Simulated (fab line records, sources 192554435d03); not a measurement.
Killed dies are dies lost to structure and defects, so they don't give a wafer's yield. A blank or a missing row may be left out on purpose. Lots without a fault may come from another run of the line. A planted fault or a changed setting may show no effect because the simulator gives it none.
A struck lot beside a sound one | flow n5_finfet | 38 steps out of a route of 1938
Sound: wafers L215.3, L215.4, L215.5. Struck: wafer L223.6. (L223.4 of the same lot was not struck and is left out.) The cause comes at the end.
At each step with rows: each side's tool, then ch and its chambers, then its first start. Under that, the readings that differ: sound wafers | struck wafers | difference of the means | sigmas: that difference in standard deviations of wafers without a fault.
alike: readings whose means differ by less than 2 such deviations, and words and numbers that are the same on both sides. not compared: withheld readings, readings that some wafer has no value for, bounds like >300 that may hide the same value, and numbers for which the record gives no deviation and whose values overlap.
The two part at a step that has a row with sigmas, a row that says differs or no value, or rows on one side only. Numbers that don't overlap but have no deviation are shown without sigmas and don't part them. A reading that every wafer of one side lacks parts them only if that side has two wafers or more.

first, 9 steps without rows for these wafers: N5_SDB_PRECLEAN_38 (cleans in dHF, time 10 s); N5_SDB_PRECLEAN_39 (cleans in O3/DIW, time 45 s); N5_SDB_SRD_28 (time 30 s); N5_SDB_ALD_29 (deposits SiNx, target thk 30 nm, pulse time 1 s, ald cycles 600); N5_SDB_CMP_30 (polishes, stops on poly-Si, t overpolish 1.54 s, target thk 30 nm); N5_DUMMY_REMOVAL_HM_STRIP_01 (strips SiNx in CH3F/O2, stops on poly-Si, target depth 4 nm, time 6.8 s); N5_DUMMY_REMOVAL_STRIP_10 (strips in N2/H2, time 40 s); N5_DUMMY_REMOVAL_PRECLEAN_07 (cleans in dHF, time 30 s); N5_DUMMY_REMOVAL_DUMMY_REMOVE_02 (chemistry TMAH, target poly-Si, stops on SiO2, target depth 142 nm, time 57 s, rinse time 30 s).
N5_DUMMY_REMOVAL_PRECLEAN_08: cleans in NF3:NH3, afs cycles 2, time 20 s, sublimation time 60 s.
  sound on remote_plasma-01 ch 1, day 4 07:42; struck on remote_plasma-01 ch 0, day 6 08:55
then, 26 steps without rows for these wafers: N5_DUMMY_REMOVAL_PRECLEAN_04 (cleans in DHF, time 37 s); N5_DUMMY_REMOVAL_SRD_05 (time 30 s); N5_HKMG_FIN_IL_REGROW_00 (material SiO2, chemistry O3, target thk 0.75 nm, time 30 s); N5_HKMG_FIN_HK_ALD_01 (deposits HfO2, target thk 1.6 nm, pulse time 3 s, purge time 3 s); N5_HKMG_FIN_HK_ANNEAL_02 (time 30 s); N5_HKMG_FIN_ALD_74 (deposits La2O3, target thk 0.5 nm, pulse time 6 s, co reactant pulse time 1 s); N5_HKMG_FIN_ALD_75 (deposits Al2O3, target thk 1 nm, co reactant pulse time 1 s); N5_HKMG_FIN_COAT_41 (time 60 s, resist thk 300 nm); N5_HKMG_FIN_COAT_42 (time 60 s, resist thk 35 nm); N5_HKMG_FIN_COAT_43 (resist thk 90 nm); N5_HKMG_FIN_EBR_45; N5_HKMG_FIN_SOFTBAKE_44 (time 60 s); N5_HKMG_FIN_EXPOSE_46 (exposes mask NDIPOLE); N5_HKMG_FIN_PEB_47 (peb time 60 s); N5_HKMG_FIN_DEVELOP_48 (develop time 30 s); N5_HKMG_FIN_DESCUM_53 (chemistry O2, time 7.9 s); N5_HKMG_FIN_ETCH_54 (etches SiARC in CF4, target depth 45.5 nm, time 75.8 s); N5_HKMG_FIN_ETCH_55 (etches SOC in N2/H2, target depth 240 nm, time 300 s); N5_HKMG_FIN_STRIP_56 (strips in N2/H2); N5_HKMG_FIN_STRIP_57 (strips in CF4); N5_HKMG_FIN_ETCH_58 (etches SOC in N2/H2, target depth 215.8 nm, time 741 s); N5_HKMG_FIN_STRIP_93 (strips SOC in N2/H2, time 20 s); N5_HKMG_FIN_WET_ETCH_76 (etches Al2O3 in dNH4OH, stops on La2O3, target depth 2.25 nm, rinse time 30 s); N5_HKMG_FIN_STRIP_60 (strips in N2/H2, time 360 s); N5_HKMG_FIN_WET_ETCH_77 (etches La2O3 in dHCl, stops on HfO2, target depth 2 nm); N5_HKMG_FIN_WET_ETCH_78 (etches Al2O3 in dNH4OH, stops on La2O3, target depth 4.5 nm, rinse time 30 s).
-- the record jumps here: 4 days lie between the struck wafers' starts before and after (it left off in module HKMG_FIN and takes up again in module BEOL_M4, whose first step shown is number 1111 of the route) --
N5_BEOL_M4_RC_MEAS_101:
  sound on prober-02 ch 0, day 8 18:02; struck on prober-01 ch 0, day 10 09:25
  reading         | sound                | struck | difference | sigmas
  DIBL_N (mV/V)   | 37.1 34.0 32.8       | 41.0   | +6.4       | +4
  DIBL_P (mV/V)   | 36.4 33.5 30.9       | 40.3   | +6.7       | +4
  EOT_N           | 10.50 10.64 10.49    | 11.83  | +1.29      | +14
  EOT_P           | 10.47 10.54 10.50    | 11.66  | +1.16      | +12
  IGATE_N (nA/um) | 0.0118 0.0097 0.0111 | 0.0026 | -0.0083    | -5
  IGATE_P (nA/um) | 0.0035 0.0029 0.0033 | 0.0008 | -0.0024    | -5
  IOFF_N (nA/um)  | 0.179 0.120 0.102    | 0.237  | +0.103     | +4
  IOFF_P (nA/um)  | 0.23 0.19 0.15       | 0.33   | +0.14      | +4
  SS_P (mV/dec)   | 73.0 72.7 71.8       | 74.8   | +2.3       | +4
  VT_N (mV)       | 248 256 256          | 245    | -8         | -3
  VT_P (mV)       | -246 -249 -255       | -240   | +10        | +3
  alike: ION_N, ION_P, SS_N
-- the record jumps here: 4 days lie between the struck wafers' starts before and after (it left off in module BEOL_M4 and takes up again in module PASSIVATION, whose first step shown is number 1936 of the route) --
N5_PASSIVATION_PROBE_49:
  sound on prober-01, day 13 11:37; struck on prober-02, day 14 16:19
  reading         | sound     | struck | difference | sigmas
  killed_at_M4_up | 24 19 25  | 11     | -12        | -2
  killed_open     | 102 76 66 | 54     | -27        | -2
  alike: defect_limited_yield, killed_at_M0_to_M3, killed_at_contacts, killed_at_front_end, killed_at_other, killed_dies, killed_short, sort_bin_5_function, sort_bin_6_memory, sort_bin_8_speed, sort_n_pass, sort_yield_pct

WHERE THEY PART
First at N5_BEOL_M4_RC_MEAS_101; last, within this record, at N5_PASSIVATION_PROBE_49.

WHY: what the simulator had put in
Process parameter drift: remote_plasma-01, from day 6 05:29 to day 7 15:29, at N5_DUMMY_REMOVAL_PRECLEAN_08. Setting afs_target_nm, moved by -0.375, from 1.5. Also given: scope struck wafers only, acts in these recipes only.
